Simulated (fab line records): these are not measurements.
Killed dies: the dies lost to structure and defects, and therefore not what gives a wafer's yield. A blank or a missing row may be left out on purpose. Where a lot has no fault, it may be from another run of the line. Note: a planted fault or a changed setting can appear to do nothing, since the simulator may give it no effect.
Comparing a struck lot with a sound one ; flow nand_harc ; 13 out of 1302 route steps
Sound: these wafers, L610.2, L610.3, L610.4. Struck: wafers L607.2, L607.4 (left out: L607.3, a lot-mate that was not struck); the cause follows at the end.
For every step that has rows: the tool of each side, followed by ch and its chambers, followed by its first start. Under that, the readings that differ: sound wafers ; struck wafers ; difference of the means ; sigmas: that difference in standard deviations of wafers without a fault.
alike: a reading whose means differ by less than 2 such deviations, as well as words and numbers matching on both sides. not compared: withheld readings; readings where some wafer has no value; bounds like >300 that might hide an equal value; numbers whose values overlap and for which the record gives no deviation.
The two part at a step that has a row with sigmas, a row that says differs or no value, or rows on one side only. When numbers do not overlap yet have no deviation, they are printed without sigmas and do not part them. Lack of a reading on every wafer of one side parts them only where that side has two or more wafers.

NHARC_A_WL_FILL_CVD_03: deposits W, target thk 40 nm, time 279 s.
  sound on cvd_w-02 ch 0,1, day 25 15:10; struck on cvd_w-01 ch 0,1, day 24 19:58
  alike: heater_power_w, susceptor_temp_C, throttle_valve_pct
then, 1 step without rows for these wafers: NHARC_A_WL_FILL_ETCHBACK_04 (etches the open film in NF3, target depth 60 nm, time 120 s).
NHARC_A_WL_FILL_ETCHBACK_05: etches the open film in Cl2/BCl3, target depth 22 nm, time 60 s.
  sound on rie_metal-03 ch 0,1, day 25 15:47; struck on rie_metal-01 ch 1, day 24 20:32
  alike: drypump_motor_current_A, oes_product_au, run_length_s
  not compared: rf_hours_counter_h
NHARC_A_WL_FILL_STRIP_27: strips in N2/H2, time 20 s.
  sound on plasma_asher-01 ch 0,1, day 25 15:56; struck on plasma_asher-02 ch 0,1, day 24 20:41
reading;sound;struck;difference;sigmas
heater_power_w (W);261 323 259;371 347;+78;+2
  alike: drypump_motor_current_A
  not compared: rf_hours_counter_h
then, 4 steps without rows for these wafers: NHARC_A_WL_FILL_STRIP_28 (strips in post etch residue remover, time 1200 s); NHARC_A_WL_FILL_PRECLEAN_06 (cleans in DIW, time 300 s); NHARC_A_WL_FILL_SRD_07; NHARC_A_WL_FILL_ANNEAL_08 (time 1800 s).
NHARC_A_WL_FILL_ALD_10: deposits SiO2, target thk 50 nm, pulse time 10 s, ald cycles 500.
  sound on ald_hk-04 ch 1,2,3, day 25 23:20; struck on ald_hk-04 ch 1,2, day 25 01:35
  alike: heater_power_w, precursor_pulse_height_rel, susceptor_temp_C
NHARC_A_WL_FILL_ETCHBACK_16: etches the open film in C4F8/O2/Ar, target depth 120 nm, time 24 s.
  sound: rie_diel-05 ch 1,2,3; struck: rie_diel-12 ch 0,2
reading;sound;struck;difference;sigmas
rf_hours_counter_h (h);0.1 0.1 0.1;5.5 5.5;+5.4;
  alike: oes_product_au, rf_vpp_V, run_length_s
then, 1 step without rows for these wafers: NHARC_A_WL_FILL_STRIP_29 (strips in O2, time 20 s).
NHARC_A_WL_FILL_ETCHBACK_17: etches the open film in Cl2/BCl3, target depth 4 nm, time 26.7 s.
  sound on rie_metal-02 ch 0,1, day 26 04:08; struck on rie_metal-03 ch 0, day 25 06:26
reading;sound;struck;difference;sigmas
run_length_s (s);48.9 47.4 48.3;35.1 35.1;-13.1;-31
  alike: drypump_motor_current_A, oes_product_au
  not compared: rf_hours_counter_h
then, 1 step without rows for these wafers: NHARC_A_WL_FILL_PRECLEAN_18 (cleans in dHF, time 30 s).

== WHERE THEY PART ==
At NHARC_A_WL_FILL_STRIP_27 first; at NHARC_A_WL_FILL_ETCHBACK_17 last (within this record only).

WHY: the cause the simulator had injected
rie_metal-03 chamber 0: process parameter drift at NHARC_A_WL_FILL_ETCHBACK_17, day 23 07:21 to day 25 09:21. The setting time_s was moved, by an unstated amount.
